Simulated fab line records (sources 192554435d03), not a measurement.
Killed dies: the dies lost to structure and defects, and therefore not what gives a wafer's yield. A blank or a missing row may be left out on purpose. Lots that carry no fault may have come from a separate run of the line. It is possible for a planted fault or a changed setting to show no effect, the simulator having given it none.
fab line records	flow n5_finfet	part 1 of 2: steps 1 to 4 of 6
[record] lots = 21	wafers = 63	last_day = 17
route steps=1938 shown SD_EPI_P@303 ILD0@343 SDB@361 DUMMY_REMOVAL@378
lots that met no fault: from a run of the same line without faults
start_h: the number of hours between the record's first day and the start of the first shown wafer of the lot	wait_h: hours elapsed since this lot's preceding step	" repeats the value in the row above	L1.1+2: one row covering several wafers at once	- no value, or no start was given	* or withheld: withheld	< > ~ a bound
route shown NAME@n: a module of which the file shows steps, and the number in the route of the first	usual: average and standard deviation across the fault-free wafers	same: alike in all rows	chamber/n: place in a boat	sites: each site's reading	_std_site: the values' standard deviation	_edge_site: inner sites' mean taken away from outer sites' mean	radius_mm: how far each site lies from the wafer's centre	mask NAME#n: copy n	behind: the last tool/chamber to shape the wafer	hold: the reason the lot was held/the length of the hold in hours/how it ended	device: transistor that didn't switch, given as n, p or np	end of line: the tests these same wafers got at the end of their route	where a step has no rows: the recipe by itself	killed: at the first sort, the dies lost to defects and structure; wafer yield is something else	map: dies across one wafer; x = killed, . = not, _ = none there
set.NAME: the run value of the setting; set.NAME@STEP: its run value at that earlier step	model.NAME: the simulator's own value behind a step, which no gauge read
route steps across a sampled set of lots; one table per step, one row per wafer
services: the hour from which a tool's chamber was out of use, counted from the record's first day as start_h (under 0 if before that day), plus the number of hours and why
[[steps]]
[step N5_SD_EPI_P_CD_MEAS_09]
[recipe] target_cd_nm = 240	landing_energy_ev = 500	detector = se_inlens
[usual] cd_nm = 240.0/0.74
lot.wafer	tool	chamber	start_h	wait_h	cd_nm
L075.3	cd_sem-01	0	60.33	-	241.3
L075.4	"	0	"	"	240.0
L075.5	"	0	"	"	241.2
L076.2	cd_sem-02	0	64.34	-	240.1
L076.4	"	0	"	"	240.3
L076.6	"	0	"	"	239.8
L078.1	cd_sem-01	0	82.03	-	238.8
L078.3	"	0	"	"	239.5
L078.6	"	0	"	"	239.7
L079.1	cd_sem-02	0	84.57	-	238.2
L079.4	"	0	"	"	239.1
L079.6	"	0	"	"	239.2
L080.1	cd_sem-01	0	87.76	-	240.6
L080.3	"	0	"	"	240.8
L080.6	"	0	"	"	240.5
L081.1	cd_sem-03	0	94.63	-	240.4
L081.4	"	0	"	"	240.1
L081.6	"	0	"	"	240.9
L082.1	cd_sem-02	0	101.82	-	239.3
L082.4	"	0	"	"	239.3
L082.6	"	0	"	"	239.8
L083.1	cd_sem-03	0	106.28	-	240.6
L083.2	"	0	"	"	239.4
L083.4	"	0	"	"	239.8
L084.3	cd_sem-03	0	114.85	-	239.6
L084.5	"	0	"	"	240.7
L084.6	"	0	"	"	240.4
L086.1	cd_sem-02	0	126.94	-	240.1
L086.2	"	0	"	"	240.3
L086.4	"	0	"	"	240.5
L087.2	cd_sem-03	0	131.87	-	241.0
L087.5	"	0	"	"	240.2
L087.6	"	0	"	"	240.8
L088.2	cd_sem-01	0	140.16	-	240.3
L088.3	"	0	"	"	240.3
L088.5	"	0	"	"	238.6
L089.2	cd_sem-02	0	142.61	-	239.4
L089.3	"	0	"	"	239.9
L089.6	"	0	"	"	240.5
L090.1	cd_sem-01	0	149.67	-	239.5
L090.3	"	0	"	"	240.0
L090.6	"	0	"	"	240.2
L091.4	cd_sem-02	0	154.41	-	240.3
L091.5	"	0	"	"	239.4
L091.6	"	0	"	"	239.5
L092.1	cd_sem-01	0	162.97	-	239.3
L092.4	"	0	"	"	238.6
L092.6	"	0	"	"	239.1
L093.1	cd_sem-03	0	167.14	-	239.0
L093.4	"	0	"	"	239.4
L093.5	"	0	"	"	239.5
L094.2	cd_sem-02	0	175.24	-	240.1
L094.3	"	0	"	"	239.8
L094.4	"	0	"	"	239.7
L095.1	cd_sem-01	0	179.15	-	240.9
L095.3	"	0	"	"	240.5
L095.4	"	0	"	"	240.6
L096.2	cd_sem-03	0	187.88	-	240.5
L096.3	"	0	"	"	239.7
L096.6	"	0	"	"	240.2
L097.1	cd_sem-03	0	189.75	-	241.0
L097.4	"	0	"	"	241.3
L097.5	"	0	"	"	239.9
[step N5_SD_EPI_P_ETCH_37]
[recipe] chemistry = N2/H2	target = SOC	overetch_a = 1080	mask_material = SiARC	temp_c = 40	ion_energy_ev = 100	source_w = 3000	bias_w = 133	pressure_mtorr = 20	time_s = 486	n2_flow_sccm = 200	h2_flow_sccm = 200	ends = end_point
[usual] bias_w = 133.0/0.38	drypump_motor_current_A = 5.6/0.58	n2_flow_sccm = 199.9/0.56	oes_product_au = 0.68/0.064	rf_vpp_V = 241.0/1.6	showerhead_plenum_p_Torr = 2.57/0.1	throttle_valve_pct = 23.8/0.32
lot.wafer	tool	chamber	start_h	wait_h	bias_w	drypump_motor_current_A	n2_flow_sccm	oes_product_au	rf_hours_counter_h	rf_vpp_V	showerhead_plenum_p_Torr	throttle_valve_pct
L075.3	rie_diel-03	1	60.51	0.0	133.0	5.4	199.1	0.68	148	241.5	2.64	23.6
L075.4	"	1	"	"	133.2	5.4	200.2	0.68	-	243.1	2.64	23.6
L075.5	"	3	"	"	133.0	5.2	200.1	0.73	-	237.4	2.36	23.5
L076.2	rie_diel-03	1	64.86	0.0	132.7	5.5	200.5	0.67	150	240.4	2.64	23.6
L076.4	"	1	"	"	132.6	5.5	200.1	0.68	-	241.8	2.64	23.6
L076.6	"	0	"	"	133.0	5.3	199.7	0.65	-	242.3	2.62	23.9
L078.1	rie_diel-05	0	82.34	0.0	133.4	4.7	200.0	0.85	7	239.9	2.49	23.4
L078.3	"	1	"	"	132.9	6.0	199.5	0.62	222	240.8	2.52	24.4
L078.6	"	2	"	"	133.6	6.2	200.3	0.66	-	238.5	2.43	23.7
L079.1	rie_diel-03	1	84.75	0.0	132.5	5.5	199.6	0.68	156	243.1	2.64	23.6
L079.4	"	3	"	"	133.2	5.2	199.2	0.72	92	237.7	2.36	23.5
L079.6	"	2	"	"	133.2	5.2	199.3	0.69	-	240.7	2.66	23.5
L080.1	rie_diel-01	2	88.01	0.0	132.8	6.4	200.2	0.68	151	242.8	2.65	24.4
L080.3	"	0	"	"	132.8	6.0	200.2	0.64	220	241.9	2.62	23.9
L080.6	"	0	"	"	132.7	6.0	199.7	0.63	-	241.1	2.62	23.9
L081.1	rie_diel-05	0	94.81	0.0	133.1	4.7	199.8	0.83	10	240.0	2.49	23.4
L081.4	"	3	"	"	132.4	6.8	200.5	0.72	117	239.3	2.46	23.7
L081.6	"	2	"	"	133.2	6.2	199.3	0.66	-	239.9	2.43	23.7
L082.1	rie_diel-03	3	102.00	0.0	133.0	5.2	199.8	0.71	98	238.4	2.36	23.6
L082.4	"	2	"	"	132.9	5.2	200.4	0.69	-	242.3	2.65	23.5
L082.6	"	0	"	"	133.3	5.4	200.2	0.65	-	243.1	2.61	23.9
L083.1	rie_diel-01	1	106.46	0.0	133.0	5.8	199.8	0.87	6	242.3	2.71	23.4
L083.2	"	2	"	"	132.5	6.4	200.0	0.68	158	243.4	2.65	24.4
L083.4	"	3	"	"	132.4	4.9	199.7	0.62	227	240.2	2.62	23.7
L084.3	rie_diel-03	2	115.02	0.0	133.2	5.2	200.5	0.69	131	243.0	2.65	23.5
L084.5	"	0	"	"	133.2	5.4	199.8	0.64	-	242.2	2.61	23.9
L084.6	"	2	"	"	133.7	5.2	199.6	0.69	-	242.5	2.65	23.5
L086.1	rie_diel-03	2	127.12	0.0	133.3	5.2	199.9	0.68	136	242.6	2.65	23.5
L086.2	"	1	"	"	132.8	5.4	201.0	0.68	161	241.8	2.64	23.6
L086.4	"	3	"	"	133.4	5.2	198.5	0.70	109	239.1	2.35	23.6
L087.2	rie_diel-01	1	132.12	0.0	132.7	5.8	199.2	0.83	14	242.8	2.70	23.4
L087.5	"	3	"	"	133.1	4.9	199.9	0.61	-	243.0	2.61	23.7
L087.6	"	0	"	"	132.8	6.0	200.3	0.62	-	242.9	2.62	23.9
L088.2	rie_diel-01	2	140.65	0.0	133.0	6.4	199.4	0.67	170	242.6	2.64	24.4
L088.3	"	1	"	"	132.7	5.8	199.9	0.83	18	243.2	2.70	23.4
L088.5	"	2	"	"	133.2	6.4	199.6	0.67	-	241.3	2.64	24.4
L089.2	rie_diel-01	1	142.79	0.0	133.3	5.8	199.6	0.84	18	243.3	2.70	23.4
L089.3	"	3	"	"	132.7	4.9	200.2	0.61	239	242.2	2.61	23.7
L089.6	"	3	"	"	132.1	4.9	200.2	0.61	-	241.6	2.61	23.7
L090.1	rie_diel-03	2	149.85	0.0	132.9	5.1	199.9	0.68	142	242.0	2.65	23.5
L090.3	"	0	"	"	133.2	5.4	199.5	0.64	220	241.4	2.61	23.9
L090.6	"	0	"	"	134.1	5.4	199.4	0.64	-	242.4	2.61	23.9
L091.4	rie_diel-01	0	154.58	0.0	133.2	6.0	200.2	0.62	243	241.3	2.61	23.9
L091.5	"	2	"	"	133.3	6.4	198.8	0.67	-	241.8	2.64	24.4
L091.6	"	1	"	"	133.6	5.8	199.5	0.82	-	241.6	2.70	23.4
L092.1	rie_diel-05	2	163.15	0.0	132.8	6.2	199.7	0.64	168	239.7	2.43	23.7
L092.4	"	0	"	"	132.3	4.7	201.0	0.78	33	240.9	2.48	23.5
L092.6	"	0	"	"	132.6	4.7	201.2	0.79	-	238.6	2.48	23.4
L093.1	rie_diel-05	2	167.42	0.0	132.9	6.2	200.2	0.65	169	239.4	2.43	23.7
L093.4	"	0	"	"	133.2	4.7	200.2	0.79	34	239.8	2.48	23.5
L093.5	"	1	"	"	133.1	6.0	200.3	0.61	-	239.6	2.51	24.5
L094.2	rie_diel-05	1	175.42	0.0	132.8	6.0	199.9	0.61	249	239.8	2.51	24.5
L094.3	"	3	"	"	133.4	6.8	199.8	0.69	143	239.3	2.44	23.7
L094.4	"	2	"	"	132.9	6.2	199.9	0.64	172	239.6	2.42	23.7
L095.1	rie_diel-01	0	179.49	0.0	133.8	6.0	200.3	0.61	249	240.8	2.61	23.9
L095.3	"	2	"	"	133.3	6.4	199.6	0.66	183	242.7	2.64	24.4
L095.4	"	0	"	"	133.1	6.0	200.8	0.62	-	241.5	2.61	23.9
L096.2	rie_diel-05	2	188.05	0.0	133.6	6.2	199.7	0.64	176	239.7	2.42	23.8
L096.3	"	0	"	"	133.2	4.7	200.2	0.77	41	240.0	2.47	23.5
L096.6	"	3	"	"	133.0	6.8	200.3	0.69	-	238.0	2.44	23.7
L097.1	rie_diel-03	0	189.93	0.0	133.6	5.4	200.1	0.63	231	242.4	2.60	23.9
L097.4	"	2	"	"	133.4	5.1	199.3	0.68	153	243.8	2.64	23.5
L097.5	"	0	"	"	132.7	5.3	199.5	0.63	-	242.2	2.60	23.9
[step N5_ILD0_ALD_15]
[recipe] material = SiNx	target_thk_a = 240	temp_c = 400	ald_precursor_family = SiH2I2	ald_co_reactant = N2/H2-plasma	pulse_time_s = 1	ald_cycles = 480	purge_time_s = 2	co_reactant_purge_time_s = 2	pressure_torr = 2
[usual] heater_power_w = 806/98	precursor_pulse_height_rel = 0.999/0.02
lot.wafer	tool	chamber	start_h	wait_h	heater_power_w	precursor_pulse_height_rel
L075.3	ald_sin-01	1	71.42	0.4	999	0.987
L075.4	"	3	"	"	758	1.015
L075.5	"	3	72.50	1.2	752	0.984
L076.2	ald_sin-03	2	73.99	0.5	656	1.039
L076.4	"	1	"	"	804	1.011
L076.6	"	0	75.07	1.1	921	1.014
L078.1	ald_sin-03	0	91.81	0.8	915	0.997
L078.3	"	1	"	"	781	0.995
L078.6	"	0	92.89	1.4	921	0.991
L079.1	ald_sin-02	0	93.93	1.4	893	1.001
L079.4	"	0	95.01	2.2	917	1.007
L079.6	"	2	"	"	878	1.024
L080.1	ald_sin-02	0	98.01	1.8	878	1.006
L080.3	"	2	"	"	891	1.005
L080.6	"	0	99.10	2.4	899	1.010
L081.1	ald_sin-02	0	103.46	0.6	888	1.027
L081.4	"	2	"	"	893	0.992
L081.6	"	3	104.54	1.1	838	1.024
L082.1	ald_sin-03	0	110.89	0.6	914	0.992
L082.4	"	2	"	"	643	0.998
L082.6	"	2	111.98	1.1	646	0.995
L083.1	ald_sin-01	3	114.57	0.6	706	0.993
L083.2	"	2	"	"	851	1.015
L083.4	"	1	"	"	946	1.016
L084.3	ald_sin-03	2	123.16	0.4	658	1.004
L084.5	"	3	124.25	1.2	670	1.007
L084.6	"	2	"	"	658	0.999
L086.1	ald_sin-01	3	135.37	0.6	712	0.977
L086.2	"	2	"	"	840	0.993
L086.4	"	1	"	"	887	1.013
L087.2	ald_sin-02	1	140.40	0.6	752	1.017
L087.5	"	2	141.49	1.4	902	0.978
L087.6	"	1	"	"	747	0.995
L088.2	ald_sin-02	1	150.53	0.5	774	1.018
L088.3	"	3	"	"	829	0.958
L088.5	"	0	151.61	1.2	899	1.003
L089.2	ald_sin-01	2	151.02	0.5	831	1.013
L089.3	"	3	"	"	721	1.007
L089.6	"	2	152.11	1.1	853	0.971
L090.1	ald_sin-03	2	158.12	0.6	652	0.950
L090.3	"	3	"	"	675	1.019
L090.6	"	2	159.20	1.1	662	1.008
L091.4	ald_sin-01	1	162.74	0.2	922	0.981
L091.5	"	1	163.83	1.2	914	0.996
L091.6	"	0	"	"	676	1.008
L092.1	ald_sin-02	2	171.29	0.6	913	0.979
L092.4	"	0	"	"	888	1.004
L092.6	"	2	172.38	1.1	938	1.006
L093.1	ald_sin-02	2	175.57	0.6	901	0.996
L093.4	"	1	"	"	764	0.998
L093.5	"	3	176.65	1.2	808	1.021
L094.2	ald_sin-01	1	184.16	0.5	909	1.017
L094.3	"	3	"	"	721	0.998
L094.4	"	2	"	"	852	0.988
L095.1	ald_sin-01	3	189.02	0.6	708	1.026
L095.3	"	2	"	"	845	1.006
L095.4	"	0	"	"	686	0.982
L096.2	ald_sin-01	2	196.74	0.5	863	1.007
L096.3	"	1	"	"	940	1.002
L096.6	"	2	197.83	1.1	853	1.004
L097.1	ald_sin-03	1	198.70	1.1	806	1.020
L097.4	"	3	"	"	699	0.995
L097.5	"	1	199.79	1.7	803	0.993
[step N5_SDB_ETCH_18]
[recipe] chemistry = N2/H2	target = SOC	target_depth_a = 1000	overetch_a = 200	mask_material = SiARC	temp_c = 40	time_s = 150	ion_energy_ev = 200	pressure_mtorr = 30	source_w = 840	bias_w = 150	n2_flow_sccm = 200	h2_flow_sccm = 200
[usual] bias_w = 150.1/0.5	drypump_motor_current_A = 5.8/0.52	n2_flow_sccm = 200.1/0.65	oes_product_au = 0.71/0.072	rf_vpp_V = 524.2/2.4	showerhead_plenum_p_Torr = 2.55/0.086	throttle_valve_pct = 17.88/0.28
lot.wafer	tool	chamber	start_h	wait_h	bias_w	drypump_motor_current_A	n2_flow_sccm	oes_product_au	rf_hours_counter_h	rf_vpp_V	showerhead_plenum_p_Torr	throttle_valve_pct
L075.3	rie_diel-06	1	74.58	0.0	150.1	5.7	199.8	0.70	104	527.6	2.67	18.17
L075.4	"	0	"	"	149.5	6.9	199.7	0.73	77	522.4	2.47	17.46
L075.5	"	3	"	"	150.3	4.9	199.6	0.75	-	524.5	2.59	17.96
L076.2	rie_diel-04	3	77.19	0.0	149.7	6.0	199.3	0.82	14	528.1	2.71	17.61
L076.4	"	2	"	"	150.1	5.9	199.7	0.79	25	522.3	2.49	17.79
L076.6	"	3	"	"	150.1	6.0	199.1	0.82	-	527.5	2.71	17.63
L078.1	rie_diel-02	1	94.98	0.0	149.1	5.5	200.7	0.65	180	527.7	2.65	18.08
L078.3	"	2	"	"	149.0	6.5	199.8	0.76	65	524.9	2.58	17.93
L078.6	"	1	"	"	149.7	5.5	201.2	0.65	-	527.9	2.65	18.07
L079.1	rie_diel-04	3	96.97	0.0	149.7	6.0	200.1	0.80	21	528.8	2.71	17.65
L079.4	"	2	"	"	149.3	5.9	200.6	0.78	-	523.3	2.49	17.81
L079.6	"	3	"	"	150.2	6.0	200.0	0.80	-	528.6	2.71	17.64
L080.1	rie_diel-06	1	101.07	0.0	150.2	5.7	200.4	0.69	113	528.3	2.67	18.17
L080.3	"	3	"	"	150.2	4.9	200.8	0.74	63	524.9	2.58	17.98
L080.6	"	1	"	"	149.4	5.7	200.2	0.69	-	526.6	2.67	18.16
L081.1	rie_diel-02	3	106.62	0.0	149.6	5.1	199.2	0.62	198	522.4	2.53	18.42
L081.4	"	1	"	"	149.8	5.5	199.5	0.65	186	526.6	2.64	18.10
L081.6	"	0	"	"	150.4	5.3	199.7	0.87	-	522.9	2.51	17.46
L082.1	rie_diel-06	1	114.06	0.0	150.2	5.7	200.8	0.68	119	525.3	2.67	18.18
L082.4	"	0	"	"	149.2	6.9	199.1	0.72	91	520.1	2.46	17.49
L082.6	"	0	"	"	149.8	6.8	198.5	0.71	-	521.0	2.46	17.48
L083.1	rie_diel-02	1	117.63	0.0	150.0	5.5	200.3	0.65	191	527.1	2.64	18.10
L083.2	"	3	"	"	150.1	5.1	201.3	0.62	203	523.4	2.53	18.41
L083.4	"	3	"	"	149.8	5.1	200.5	0.62	-	522.8	2.53	18.42
L084.3	rie_diel-06	1	126.21	0.0	149.8	5.7	200.5	0.68	122	527.6	2.66	18.15
L084.5	"	2	"	"	149.8	5.9	200.3	0.67	-	521.5	2.44	17.61
L084.6	"	3	"	"	149.9	4.9	198.9	0.74	-	523.9	2.58	17.97
L086.1	rie_diel-02	0	138.54	0.0	150.5	5.2	200.3	0.81	16	524.6	2.50	17.49
L086.2	"	1	"	"	149.6	5.5	200.1	0.64	200	526.2	2.64	18.12
L086.4	"	3	"	"	149.6	5.1	200.7	0.61	-	522.5	2.52	18.43
L087.2	rie_diel-04	1	143.73	0.0	150.2	5.9	200.5	0.61	250	523.1	2.50	18.08
L087.5	"	1	"	"	150.8	5.9	200.0	0.61	-	522.2	2.50	18.08
L087.6	"	2	"	"	150.1	5.8	200.2	0.75	-	522.8	2.48	17.85
L088.2	rie_diel-02	2	153.57	0.0	150.2	6.5	200.2	0.74	79	523.4	2.58	17.94
L088.3	"	3	"	"	149.7	5.1	199.8	0.60	220	522.0	2.52	18.45
L088.5	"	2	"	"	150.5	6.5	200.0	0.75	-	523.7	2.58	17.95
L089.2	rie_diel-04	0	154.30	0.0	149.6	6.5	200.8	0.62	236	522.7	2.50	17.92
L089.3	"	3	"	"	149.8	6.0	200.6	0.76	48	529.2	2.70	17.68
L089.6	"	2	"	"	150.6	5.9	199.1	0.75	-	521.9	2.48	17.88
L090.1	rie_diel-02	3	161.29	0.0	150.5	5.1	200.4	0.61	223	523.6	2.52	18.45
L090.3	"	1	"	"	149.9	5.5	199.4	0.63	209	527.0	2.63	18.13
L090.6	"	3	"	"	150.1	5.1	200.9	0.61	-	522.5	2.52	18.46
L091.4	rie_diel-06	2	165.85	0.1	149.0	5.9	200.6	0.66	-	520.6	2.44	17.65
L091.5	"	1	"	"	150.0	5.7	200.6	0.67	-	529.7	2.66	18.19
L091.6	"	3	"	"	150.6	4.9	199.7	0.72	-	525.1	2.57	18.03
L092.1	rie_diel-06	0	174.46	0.0	150.0	6.9	200.1	0.71	107	523.1	2.46	17.52
L092.4	"	2	"	"	150.2	6.0	200.0	0.66	156	521.7	2.43	17.63
L092.6	"	1	"	"	150.4	5.7	201.0	0.68	-	527.4	2.66	18.22
L093.1	rie_diel-02	2	178.73	0.0	150.9	6.5	200.3	0.74	88	524.1	2.57	17.96
L093.4	"	1	"	"	150.6	5.5	199.4	0.64	215	526.8	2.63	18.15
L093.5	"	1	"	"	150.4	5.5	200.1	0.63	-	526.2	2.63	18.14
L094.2	rie_diel-04	1	188.41	0.0	150.5	5.9	200.3	0.85	4	523.2	2.50	17.69
L094.3	"	2	"	"	150.4	5.9	199.2	0.73	73	521.4	2.47	17.88
L094.4	"	0	"	"	149.9	6.5	198.9	0.61	249	522.6	2.49	17.93
L095.1	rie_diel-04	3	193.18	0.0	148.8	6.0	200.0	0.75	64	528.6	2.69	17.72
L095.3	"	2	"	"	149.9	5.9	200.1	0.73	75	522.3	2.47	17.89
L095.4	"	3	"	"	149.1	6.0	200.2	0.75	-	527.7	2.69	17.71
L096.2	rie_diel-04	2	201.70	0.0	150.1	5.9	199.6	0.73	81	522.9	2.47	17.89
L096.3	"	3	"	"	150.3	6.0	200.2	0.74	69	525.9	2.69	17.74
L096.6	"	1	"	"	150.3	5.9	201.2	0.83	-	522.6	2.50	17.70
L097.1	rie_diel-06	2	203.38	0.0	150.1	5.9	200.2	0.65	169	521.6	2.43	17.65
L097.4	"	3	"	"	150.6	4.9	199.3	0.70	103	526.8	2.57	18.06
L097.5	"	1	"	"	150.8	5.7	200.7	0.66	-	526.3	2.65	18.24
